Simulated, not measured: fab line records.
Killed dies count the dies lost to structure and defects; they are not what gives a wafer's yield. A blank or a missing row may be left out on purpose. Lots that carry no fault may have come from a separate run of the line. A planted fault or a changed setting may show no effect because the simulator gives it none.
Which tool is to blame? / flow n5_finfet / 72 wafers from 24 lots sampled at 6 of the route's 1938 steps

## WHAT THE GAUGES READ, wafer by wafer
N5_BEOL_M14_CD_MEAS_28: target cd 284.4 nm.
lot=L076; measured=day 12 02:28; on=cd_sem-01; cd_nm (nm)=283.6 281.6 283.7
lot=L077; measured=day 12 10:06; on=cd_sem-03; cd_nm (nm)=281.6 282.1 283.7
lot=L075; measured=day 12 10:52; on=cd_sem-01; cd_nm (nm)=284.4 281.4 284.1
lot=L079; measured=day 13 04:52; on=cd_sem-03; cd_nm (nm)=283.7 283.9 284.7
lot=L078; measured=day 13 12:08; on=cd_sem-03; cd_nm (nm)=284.4 284.2 284.2
lot=L080; measured=day 13 15:38; on=cd_sem-01; cd_nm (nm)=285.6 282.9 288.2
lot=L081; measured=day 13 16:26; on=cd_sem-02; cd_nm (nm)=285.7 283.3 282.7
lot=L074; measured=day 13 17:23; on=cd_sem-02; cd_nm (nm)=282.2 282.4 281.0
lot=L082; measured=day 13 19:22; on=cd_sem-02; cd_nm (nm)=287.4 283.5 283.3
lot=L084; measured=day 14 02:43; on=cd_sem-03; cd_nm (nm)=284.2 286.0 284.2
lot=L083; measured=day 14 04:56; on=cd_sem-03; cd_nm (nm)=284.2 282.1 285.5
lot=L085; measured=day 14 06:37; on=cd_sem-01; cd_nm (nm)=283.1 284.8 285.7
lot=L086; measured=day 14 22:19; on=cd_sem-02; cd_nm (nm)=283.3 281.1 281.5
lot=L087; measured=day 15 20:02; on=cd_sem-02; cd_nm (nm)=281.7 285.9 286.3
lot=L088; measured=day 15 20:14; on=cd_sem-01; cd_nm (nm)=283.6 287.3 284.6
lot=L089; measured=day 16 00:49; on=cd_sem-01; cd_nm (nm)=287.4 287.2 284.8
lot=L091; measured=day 16 11:01; on=cd_sem-02; cd_nm (nm)=286.2 285.7 283.5
lot=L090; measured=day 16 13:38; on=cd_sem-02; cd_nm (nm)=285.4 286.1 285.5
lot=L092; measured=day 16 14:33; on=cd_sem-01; cd_nm (nm)=284.8 282.4 285.8
lot=L093; measured=day 17 07:43; on=cd_sem-01; cd_nm (nm)=288.9 285.0 286.2
lot=L094; measured=day 17 15:47; on=cd_sem-01; cd_nm (nm)=285.9 282.8 281.0
lot=L095; measured=day 17 15:57; on=cd_sem-01; cd_nm (nm)=282.0 282.3 285.6
lot=L096; measured=day 17 21:39; on=cd_sem-03; cd_nm (nm)=284.2 285.1 284.0
lot=L097; measured=day 18 00:18; on=cd_sem-02; cd_nm (nm)=282.6 282.4 286.1

N5_BEOL_M14_THK_MEAS_50: measures by xrf.
lot=L076; measured=day 12 04:59; on=film_metro-01; M14_THK (nm)=577 541 541
lot=L077; measured=day 12 12:32; on=film_metro-01; M14_THK (nm)=553 534 551
lot=L075; measured=day 12 15:14; on=film_metro-01; M14_THK (nm)=565 558 543
lot=L079; measured=day 13 09:31; on=film_metro-02; M14_THK (nm)=541 550 556
lot=L078; measured=day 13 15:04; on=film_metro-01; M14_THK (nm)=536 578 575
lot=L080; measured=day 13 20:05; on=film_metro-01; M14_THK (nm)=554 557 549
lot=L081; measured=day 13 20:59; on=film_metro-01; M14_THK (nm)=554 553 552
lot=L074; measured=day 13 21:23; on=film_metro-02; M14_THK (nm)=570 562 570
lot=L082; measured=day 13 23:19; on=film_metro-02; M14_THK (nm)=574 552 545
lot=L084; measured=day 14 06:02; on=film_metro-02; M14_THK (nm)=548 545 547
lot=L083; measured=day 14 09:30; on=film_metro-01; M14_THK (nm)=580 568 547
lot=L085; measured=day 14 12:01; on=film_metro-02; M14_THK (nm)=560 563 564
lot=L086; measured=day 15 01:35; on=film_metro-02; M14_THK (nm)=540 540 533
lot=L087; measured=day 15 23:21; on=film_metro-01; M14_THK (nm)=564 575 569
lot=L088; measured=day 15 23:55; on=film_metro-01; M14_THK (nm)=540 548 535
lot=L089; measured=day 16 07:10; on=film_metro-02; M14_THK (nm)=579 546 543
lot=L091; measured=day 16 13:25; on=film_metro-01; M14_THK (nm)=552 566 567
lot=L090; measured=day 16 17:48; on=film_metro-01; M14_THK (nm)=570 577 533
lot=L092; measured=day 16 18:08; on=film_metro-02; M14_THK (nm)=543 569 588
lot=L093; measured=day 17 11:05; on=film_metro-01; M14_THK (nm)=554 544 555
lot=L094; measured=day 17 20:16; on=film_metro-01; M14_THK (nm)=538 536 577
lot=L095; measured=day 17 20:42; on=film_metro-02; M14_THK (nm)=547 578 553
lot=L096; measured=day 18 00:01; on=film_metro-02; M14_THK (nm)=591 539 569
lot=L097; measured=day 18 04:10; on=film_metro-02; M14_THK (nm)=592 589 549

N5_BEOL_M14_RS_MEAS_54: measures by four-point-probe.
lot=L076; measured=day 12 05:07; on=film_metro-01; M14_RS (ohm/sq)=0.0317 0.0339 0.0339
lot=L077; measured=day 12 12:41; on=film_metro-02; M14_RS (ohm/sq)=0.0330 0.0343 0.0333
lot=L075; measured=day 12 15:22; on=film_metro-02; M14_RS (ohm/sq)=0.0322 0.0326 0.0336
lot=L079; measured=day 13 09:38; on=film_metro-02; M14_RS (ohm/sq)=0.0348 0.0343 0.0341
lot=L078; measured=day 13 15:11; on=film_metro-02; M14_RS (ohm/sq)=0.0344 0.0318 0.0320
lot=L080; measured=day 13 20:15; on=film_metro-02; M14_RS (ohm/sq)=0.0331 0.0332 0.0335
lot=L081; measured=day 13 21:07; on=film_metro-01; M14_RS (ohm/sq)=0.0334 0.0334 0.0333
lot=L074; measured=day 13 21:31; on=film_metro-01; M14_RS (ohm/sq)=0.0331 0.0335 0.0332
lot=L082; measured=day 13 23:27; on=film_metro-01; M14_RS (ohm/sq)=0.0328 0.0341 0.0345
lot=L084; measured=day 14 06:10; on=film_metro-02; M14_RS (ohm/sq)=0.0340 0.0344 0.0344
lot=L083; measured=day 14 09:37; on=film_metro-01; M14_RS (ohm/sq)=0.0317 0.0323 0.0337
lot=L085; measured=day 14 12:08; on=film_metro-02; M14_RS (ohm/sq)=0.0334 0.0334 0.0334
lot=L086; measured=day 15 01:43; on=film_metro-01; M14_RS (ohm/sq)=0.0349 0.0349 0.0350
lot=L087; measured=day 15 23:29; on=film_metro-02; M14_RS (ohm/sq)=0.0325 0.0319 0.0323
lot=L088; measured=day 16 00:02; on=film_metro-02; M14_RS (ohm/sq)=0.0340 0.0334 0.0342
lot=L089; measured=day 16 07:17; on=film_metro-01; M14_RS (ohm/sq)=0.0321 0.0342 0.0345
lot=L091; measured=day 16 13:32; on=film_metro-02; M14_RS (ohm/sq)=0.0335 0.0327 0.0328
lot=L090; measured=day 16 17:56; on=film_metro-01; M14_RS (ohm/sq)=0.0322 0.0318 0.0345
lot=L092; measured=day 16 18:16; on=film_metro-01; M14_RS (ohm/sq)=0.0348 0.0331 0.0321
lot=L093; measured=day 17 11:13; on=film_metro-02; M14_RS (ohm/sq)=0.0331 0.0337 0.0330
lot=L094; measured=day 17 20:24; on=film_metro-02; M14_RS (ohm/sq)=0.0340 0.0342 0.0316
lot=L095; measured=day 17 20:50; on=film_metro-02; M14_RS (ohm/sq)=0.0345 0.0327 0.0342
lot=L096; measured=day 18 00:09; on=film_metro-01; M14_RS (ohm/sq)=0.0317 0.0347 0.0329
lot=L097; measured=day 18 04:18; on=film_metro-02; M14_RS (ohm/sq)=0.0316 0.0319 0.0342

## EACH LOT AND THE TOOL THAT RAN IT (in order: tool; ch and the chambers of the sampled wafers; start)
lot=L076; N5_BEOL_M13_DEGAS_41=pvd_sputter-02, day 11 23:41; N5_BEOL_M14_ETCH_38=rie_diel-03 ch 0,1,2, day 12 03:51 or earlier; N5_BEOL_M14_DEGAS_41=pvd_sputter-02, day 12 03:51
lot=L077; N5_BEOL_M13_DEGAS_41=pvd_sputter-01, day 12 07:10; N5_BEOL_M14_ETCH_38=rie_diel-01 ch 0,1,3, day 12 11:23 or earlier; N5_BEOL_M14_DEGAS_41=pvd_sputter-02, day 12 11:23
lot=L075; N5_BEOL_M13_DEGAS_41=pvd_sputter-02, day 12 08:04; N5_BEOL_M14_ETCH_38=rie_diel-01 ch 1,3, day 12 13:50 or earlier; N5_BEOL_M14_DEGAS_41=pvd_sputter-01, day 12 13:50
lot=L079; N5_BEOL_M13_DEGAS_41=pvd_sputter-01, day 13 01:58; N5_BEOL_M14_ETCH_38=rie_diel-05 ch 1,2, day 13 07:43 or earlier; N5_BEOL_M14_DEGAS_41=pvd_sputter-03, day 13 07:43
lot=L078; N5_BEOL_M13_DEGAS_41=pvd_sputter-03, day 13 08:14; N5_BEOL_M14_ETCH_38=rie_diel-01 ch 0,1,2, day 13 13:35 or earlier; N5_BEOL_M14_DEGAS_41=pvd_sputter-02, day 13 13:35
lot=L080; N5_BEOL_M13_DEGAS_41=pvd_sputter-01, day 13 12:52; N5_BEOL_M14_ETCH_38=rie_diel-03 ch 2,3, day 13 18:50 or earlier; N5_BEOL_M14_DEGAS_41=pvd_sputter-03, day 13 18:50
lot=L081; N5_BEOL_M13_DEGAS_41=pvd_sputter-02, day 13 13:11; N5_BEOL_M14_ETCH_38=rie_diel-03 ch 1,2,3, day 13 19:15 or earlier; N5_BEOL_M14_DEGAS_41=pvd_sputter-02, day 13 19:15
lot=L074; N5_BEOL_M13_DEGAS_41=pvd_sputter-02, day 13 14:08; N5_BEOL_M14_ETCH_38=rie_diel-03 ch 1,2, day 13 19:40 or earlier; N5_BEOL_M14_DEGAS_41=pvd_sputter-01, day 13 19:40
lot=L082; N5_BEOL_M13_DEGAS_41=pvd_sputter-03, day 13 15:58; N5_BEOL_M14_ETCH_38=rie_diel-03 ch 1,2,3, day 13 22:11 or earlier; N5_BEOL_M14_DEGAS_41=pvd_sputter-01, day 13 22:11
lot=L084; N5_BEOL_M13_DEGAS_41=pvd_sputter-03, day 13 23:47; N5_BEOL_M14_ETCH_38=rie_diel-03 ch 0,1, day 14 04:54 or earlier; N5_BEOL_M14_DEGAS_41=pvd_sputter-01, day 14 04:54
lot=L083; N5_BEOL_M13_DEGAS_41=pvd_sputter-03, day 14 02:16; N5_BEOL_M14_ETCH_38=rie_diel-05 ch 1,2,3, day 14 08:22 or earlier; N5_BEOL_M14_DEGAS_41=pvd_sputter-02, day 14 08:22
lot=L085; N5_BEOL_M13_DEGAS_41=pvd_sputter-01, day 14 03:22; N5_BEOL_M14_ETCH_38=rie_diel-01 ch 0,2,3, day 14 10:26 or earlier; N5_BEOL_M14_DEGAS_41=pvd_sputter-03, day 14 10:26
lot=L086; N5_BEOL_M13_DEGAS_41=pvd_sputter-02, day 14 19:25; N5_BEOL_M14_ETCH_38=rie_diel-01 ch 2,3, day 15 00:28 or earlier; N5_BEOL_M14_DEGAS_41=pvd_sputter-03, day 15 00:28
lot=L087; N5_BEOL_M13_DEGAS_41=pvd_sputter-01, day 15 17:16; N5_BEOL_M14_ETCH_38=rie_diel-05 ch 0,1, day 15 21:23 or earlier; N5_BEOL_M14_DEGAS_41=pvd_sputter-01, day 15 21:23
lot=L088; N5_BEOL_M13_DEGAS_41=pvd_sputter-01, day 15 17:35; N5_BEOL_M14_ETCH_38=rie_diel-05 ch 1,2,3, day 15 21:34 or earlier; N5_BEOL_M14_DEGAS_41=pvd_sputter-02, day 15 21:34
lot=L089; N5_BEOL_M13_DEGAS_41=pvd_sputter-03, day 15 21:06; N5_BEOL_M14_ETCH_38=rie_diel-05 ch 1,2,3, day 16 06:01 or earlier; N5_BEOL_M14_DEGAS_41=pvd_sputter-03, day 16 06:01
lot=L091; N5_BEOL_M13_DEGAS_41=pvd_sputter-01, day 16 08:14; N5_BEOL_M14_ETCH_38=rie_diel-03 ch 1,2, day 16 12:16 or earlier; N5_BEOL_M14_DEGAS_41=pvd_sputter-03, day 16 12:16
lot=L090; N5_BEOL_M13_DEGAS_41=pvd_sputter-01, day 16 10:43; N5_BEOL_M14_ETCH_38=rie_diel-05 ch 1,3, day 16 16:06 or earlier; N5_BEOL_M14_DEGAS_41=pvd_sputter-01, day 16 16:06
lot=L092; N5_BEOL_M13_DEGAS_41=pvd_sputter-01, day 16 11:48; N5_BEOL_M14_ETCH_38=rie_diel-01 ch 0,2, day 16 16:11 or earlier; N5_BEOL_M14_DEGAS_41=pvd_sputter-03, day 16 16:11
lot=L093; N5_BEOL_M13_DEGAS_41=pvd_sputter-03, day 17 04:29; N5_BEOL_M14_ETCH_38=rie_diel-03 ch 0,1,3, day 17 09:20 or earlier; N5_BEOL_M14_DEGAS_41=pvd_sputter-03, day 17 09:20
lot=L094; N5_BEOL_M13_DEGAS_41=pvd_sputter-03, day 17 12:53; N5_BEOL_M14_ETCH_38=rie_diel-05 ch 0,2,3, day 17 19:02 or earlier; N5_BEOL_M14_DEGAS_41=pvd_sputter-03, day 17 19:02
lot=L095; N5_BEOL_M13_DEGAS_41=pvd_sputter-01, day 17 12:58; N5_BEOL_M14_ETCH_38=rie_diel-01 ch 0,3, day 17 19:13 or earlier; N5_BEOL_M14_DEGAS_41=pvd_sputter-02, day 17 19:13
lot=L096; N5_BEOL_M13_DEGAS_41=pvd_sputter-01, day 17 18:50; N5_BEOL_M14_ETCH_38=rie_diel-01 ch 0,1,3, day 17 22:52 or earlier; N5_BEOL_M14_DEGAS_41=pvd_sputter-02, day 17 22:52
lot=L097; N5_BEOL_M13_DEGAS_41=pvd_sputter-02, day 17 21:32; N5_BEOL_M14_ETCH_38=rie_diel-05 ch 1,2, day 18 03:01 or earlier; N5_BEOL_M14_DEGAS_41=pvd_sputter-02, day 18 03:01
- N5_BEOL_M13_DEGAS_41: time 60 s.
- N5_BEOL_M14_ETCH_38: etches SiCN in CF4/N2, target depth 106.5 nm, time 120.6 s.
- N5_BEOL_M14_DEGAS_41: time 60 s.

## WHAT THE TOOLS THEMSELVES READ (means of the sampled wafers that have a number; where no wafer has one, the mark that the record gives instead)
N5_BEOL_M13_DEGAS_41.
lot=L076; tool=pvd_sputter-02; heater_power_w (W)=294
lot=L077; tool=pvd_sputter-01; heater_power_w (W)=334
lot=L075; tool=pvd_sputter-02; heater_power_w (W)=347
lot=L079; tool=pvd_sputter-01; heater_power_w (W)=324
lot=L078; tool=pvd_sputter-03; heater_power_w (W)=306
lot=L080; tool=pvd_sputter-01; heater_power_w (W)=321
lot=L081; tool=pvd_sputter-02; heater_power_w (W)=316
lot=L074; tool=pvd_sputter-02; heater_power_w (W)=376
lot=L082; tool=pvd_sputter-03; heater_power_w (W)=299
lot=L084; tool=pvd_sputter-03; heater_power_w (W)=312
lot=L083; tool=pvd_sputter-03; heater_power_w (W)=297
lot=L085; tool=pvd_sputter-01; heater_power_w (W)=320
lot=L086; tool=pvd_sputter-02; heater_power_w (W)=344
lot=L087; tool=pvd_sputter-01; heater_power_w (W)=309
lot=L088; tool=pvd_sputter-01; heater_power_w (W)=317
lot=L089; tool=pvd_sputter-03; heater_power_w (W)=309
lot=L091; tool=pvd_sputter-01; heater_power_w (W)=324
lot=L090; tool=pvd_sputter-01; heater_power_w (W)=327
lot=L092; tool=pvd_sputter-01; heater_power_w (W)=322
lot=L093; tool=pvd_sputter-03; heater_power_w (W)=294
lot=L094; tool=pvd_sputter-03; heater_power_w (W)=311
lot=L095; tool=pvd_sputter-01; heater_power_w (W)=320
lot=L096; tool=pvd_sputter-01; heater_power_w (W)=327
lot=L097; tool=pvd_sputter-02; heater_power_w (W)=346

N5_BEOL_M14_ETCH_38.
lot=L076; tool=rie_diel-03; cf4_flow_sccm (sccm)=60.08; drypump_motor_current_A (A)=5.4; mfc_ar_sccm (sccm)=100.08; oes_product_au (a.u.)=0.74; rf_vpp_V (V)=382.2; showerhead_plenum_p_Torr (Torr)=2.23; throttle_valve_pct (%)=15.61
lot=L077; tool=rie_diel-01; cf4_flow_sccm (sccm)=60.04; drypump_motor_current_A (A)=5.6; mfc_ar_sccm (sccm)=99.88; oes_product_au (a.u.)=0.76; rf_vpp_V (V)=383.0; showerhead_plenum_p_Torr (Torr)=2.24; throttle_valve_pct (%)=15.42
lot=L075; tool=rie_diel-01; cf4_flow_sccm (sccm)=60.07; drypump_motor_current_A (A)=5.3; mfc_ar_sccm (sccm)=99.94; oes_product_au (a.u.)=0.73; rf_vpp_V (V)=383.0; showerhead_plenum_p_Torr (Torr)=2.26; throttle_valve_pct (%)=15.50
lot=L079; tool=rie_diel-05; cf4_flow_sccm (sccm)=60.01; drypump_motor_current_A (A)=5.6; mfc_ar_sccm (sccm)=100.01; oes_product_au (a.u.)=0.82; rf_vpp_V (V)=382.8; showerhead_plenum_p_Torr (Torr)=2.19; throttle_valve_pct (%)=15.45
lot=L078; tool=rie_diel-01; cf4_flow_sccm (sccm)=59.88; drypump_motor_current_A (A)=5.5; mfc_ar_sccm (sccm)=100.04; oes_product_au (a.u.)=0.76; rf_vpp_V (V)=382.7; showerhead_plenum_p_Torr (Torr)=2.23; throttle_valve_pct (%)=15.51
lot=L080; tool=rie_diel-03; cf4_flow_sccm (sccm)=59.96; drypump_motor_current_A (A)=6.0; mfc_ar_sccm (sccm)=99.93; oes_product_au (a.u.)=0.86; rf_vpp_V (V)=384.7; showerhead_plenum_p_Torr (Torr)=2.31; throttle_valve_pct (%)=15.56
lot=L081; tool=rie_diel-03; cf4_flow_sccm (sccm)=60.27; drypump_motor_current_A (A)=5.6; mfc_ar_sccm (sccm)=99.89; oes_product_au (a.u.)=0.80; rf_vpp_V (V)=383.2; showerhead_plenum_p_Torr (Torr)=2.26; throttle_valve_pct (%)=15.60
lot=L074; tool=rie_diel-03; cf4_flow_sccm (sccm)=59.92; drypump_motor_current_A (A)=5.3; mfc_ar_sccm (sccm)=99.89; oes_product_au (a.u.)=0.73; rf_vpp_V (V)=380.9; showerhead_plenum_p_Torr (Torr)=2.21; throttle_valve_pct (%)=15.75
lot=L082; tool=rie_diel-03; cf4_flow_sccm (sccm)=59.98; drypump_motor_current_A (A)=5.6; mfc_ar_sccm (sccm)=99.90; oes_product_au (a.u.)=0.79; rf_vpp_V (V)=383.0; showerhead_plenum_p_Torr (Torr)=2.26; throttle_valve_pct (%)=15.61
lot=L084; tool=rie_diel-03; cf4_flow_sccm (sccm)=60.00; drypump_motor_current_A (A)=5.3; mfc_ar_sccm (sccm)=99.79; oes_product_au (a.u.)=0.74; rf_vpp_V (V)=382.3; showerhead_plenum_p_Torr (Torr)=2.23; throttle_valve_pct (%)=15.54
lot=L083; tool=rie_diel-05; cf4_flow_sccm (sccm)=60.01; drypump_motor_current_A (A)=5.3; mfc_ar_sccm (sccm)=99.95; oes_product_au (a.u.)=0.80; rf_vpp_V (V)=384.1; showerhead_plenum_p_Torr (Torr)=2.26; throttle_valve_pct (%)=15.51
lot=L085; tool=rie_diel-01; cf4_flow_sccm (sccm)=59.85; drypump_motor_current_A (A)=5.5; mfc_ar_sccm (sccm)=100.26; oes_product_au (a.u.)=0.71; rf_vpp_V (V)=383.8; showerhead_plenum_p_Torr (Torr)=2.25; throttle_valve_pct (%)=15.59
lot=L086; tool=rie_diel-01; cf4_flow_sccm (sccm)=60.21; drypump_motor_current_A (A)=5.2; mfc_ar_sccm (sccm)=99.54; oes_product_au (a.u.)=0.68; rf_vpp_V (V)=383.9; showerhead_plenum_p_Torr (Torr)=2.27; throttle_valve_pct (%)=15.67
lot=L087; tool=rie_diel-05; cf4_flow_sccm (sccm)=59.92; drypump_motor_current_A (A)=6.0; mfc_ar_sccm (sccm)=99.93; oes_product_au (a.u.)=0.77; rf_vpp_V (V)=380.1; showerhead_plenum_p_Torr (Torr)=2.12; throttle_valve_pct (%)=15.60
lot=L088; tool=rie_diel-05; cf4_flow_sccm (sccm)=60.02; drypump_motor_current_A (A)=5.3; mfc_ar_sccm (sccm)=99.61; oes_product_au (a.u.)=0.79; rf_vpp_V (V)=383.3; showerhead_plenum_p_Torr (Torr)=2.25; throttle_valve_pct (%)=15.55
lot=L089; tool=rie_diel-05; cf4_flow_sccm (sccm)=60.10; drypump_motor_current_A (A)=5.3; mfc_ar_sccm (sccm)=100.10; oes_product_au (a.u.)=0.79; rf_vpp_V (V)=382.8; showerhead_plenum_p_Torr (Torr)=2.25; throttle_valve_pct (%)=15.55
lot=L091; tool=rie_diel-03; cf4_flow_sccm (sccm)=59.93; drypump_motor_current_A (A)=5.3; mfc_ar_sccm (sccm)=99.96; oes_product_au (a.u.)=0.71; rf_vpp_V (V)=383.0; showerhead_plenum_p_Torr (Torr)=2.20; throttle_valve_pct (%)=15.79
lot=L090; tool=rie_diel-05; cf4_flow_sccm (sccm)=60.20; drypump_motor_current_A (A)=5.0; mfc_ar_sccm (sccm)=100.21; oes_product_au (a.u.)=0.76; rf_vpp_V (V)=383.0; showerhead_plenum_p_Torr (Torr)=2.25; throttle_valve_pct (%)=15.58
lot=L092; tool=rie_diel-01; cf4_flow_sccm (sccm)=59.83; drypump_motor_current_A (A)=5.5; mfc_ar_sccm (sccm)=100.13; oes_product_au (a.u.)=0.70; rf_vpp_V (V)=382.8; showerhead_plenum_p_Torr (Torr)=2.24; throttle_valve_pct (%)=15.69
lot=L093; tool=rie_diel-03; cf4_flow_sccm (sccm)=60.10; drypump_motor_current_A (A)=5.7; mfc_ar_sccm (sccm)=100.00; oes_product_au (a.u.)=0.77; rf_vpp_V (V)=383.9; showerhead_plenum_p_Torr (Torr)=2.27; throttle_valve_pct (%)=15.55
lot=L094; tool=rie_diel-05; cf4_flow_sccm (sccm)=59.97; drypump_motor_current_A (A)=5.4; mfc_ar_sccm (sccm)=100.01; oes_product_au (a.u.)=0.76; rf_vpp_V (V)=382.2; showerhead_plenum_p_Torr (Torr)=2.24; throttle_valve_pct (%)=15.65
lot=L095; tool=rie_diel-01; cf4_flow_sccm (sccm)=60.16; drypump_motor_current_A (A)=6.0; mfc_ar_sccm (sccm)=99.78; oes_product_au (a.u.)=0.81; rf_vpp_V (V)=382.1; showerhead_plenum_p_Torr (Torr)=2.22; throttle_valve_pct (%)=15.35
lot=L096; tool=rie_diel-01; cf4_flow_sccm (sccm)=59.84; drypump_motor_current_A (A)=5.7; mfc_ar_sccm (sccm)=100.25; oes_product_au (a.u.)=0.82; rf_vpp_V (V)=382.3; showerhead_plenum_p_Torr (Torr)=2.22; throttle_valve_pct (%)=15.36
lot=L097; tool=rie_diel-05; cf4_flow_sccm (sccm)=59.96; drypump_motor_current_A (A)=5.6; mfc_ar_sccm (sccm)=99.93; oes_product_au (a.u.)=0.78; rf_vpp_V (V)=382.9; showerhead_plenum_p_Torr (Torr)=2.24; throttle_valve_pct (%)=15.55

N5_BEOL_M14_DEGAS_41.
lot=L076; tool=pvd_sputter-02; heater_power_w (W)=481
lot=L077; tool=pvd_sputter-02; heater_power_w (W)=483
lot=L075; tool=pvd_sputter-01; heater_power_w (W)=447
lot=L079; tool=pvd_sputter-03; heater_power_w (W)=414
lot=L078; tool=pvd_sputter-02; heater_power_w (W)=528
lot=L080; tool=pvd_sputter-03; heater_power_w (W)=401
lot=L081; tool=pvd_sputter-02; heater_power_w (W)=492
lot=L074; tool=pvd_sputter-01; heater_power_w (W)=450
lot=L082; tool=pvd_sputter-01; heater_power_w (W)=444
lot=L084; tool=pvd_sputter-01; heater_power_w (W)=436
lot=L083; tool=pvd_sputter-02; heater_power_w (W)=483
lot=L085; tool=pvd_sputter-03; heater_power_w (W)=449
lot=L086; tool=pvd_sputter-03; heater_power_w (W)=412
lot=L087; tool=pvd_sputter-01; heater_power_w (W)=448
lot=L088; tool=pvd_sputter-02; heater_power_w (W)=442
lot=L089; tool=pvd_sputter-03; heater_power_w (W)=429
lot=L091; tool=pvd_sputter-03; heater_power_w (W)=444
lot=L090; tool=pvd_sputter-01; heater_power_w (W)=443
lot=L092; tool=pvd_sputter-03; heater_power_w (W)=407
lot=L093; tool=pvd_sputter-03; heater_power_w (W)=434
lot=L094; tool=pvd_sputter-03; heater_power_w (W)=426
lot=L095; tool=pvd_sputter-02; heater_power_w (W)=444
lot=L096; tool=pvd_sputter-02; heater_power_w (W)=446
lot=L097; tool=pvd_sputter-02; heater_power_w (W)=489

## THE ANSWER, worked out from the rows above alone
Rule: usual is defined by the lots themselves. Put in order of their means at a reading, lots are off if they are a third of the lots or fewer, leave a main group of 4 or more, and stand apart from it by a gap of 3 or more times the standard deviation of the main group's means; of several such gaps the widest counts. The tables above print the reading to a certain number of digits; a main group whose means all agree to those digits is not used. A lot without any number at a reading at which 4 lots or more have one is off too. Where the step has rows for the other lots, those lots are counted as sound. Order of review: gauges by route order, followed by the tools' own readings, for which a lot's mean as printed above is used. At the first step where some lot is off, the reading lying furthest off is the one used; lots without a number count as furthest.
No lot is off at any reading shown: from this, nothing can be told.

## WHAT THE SIMULATOR HAD INSERTED
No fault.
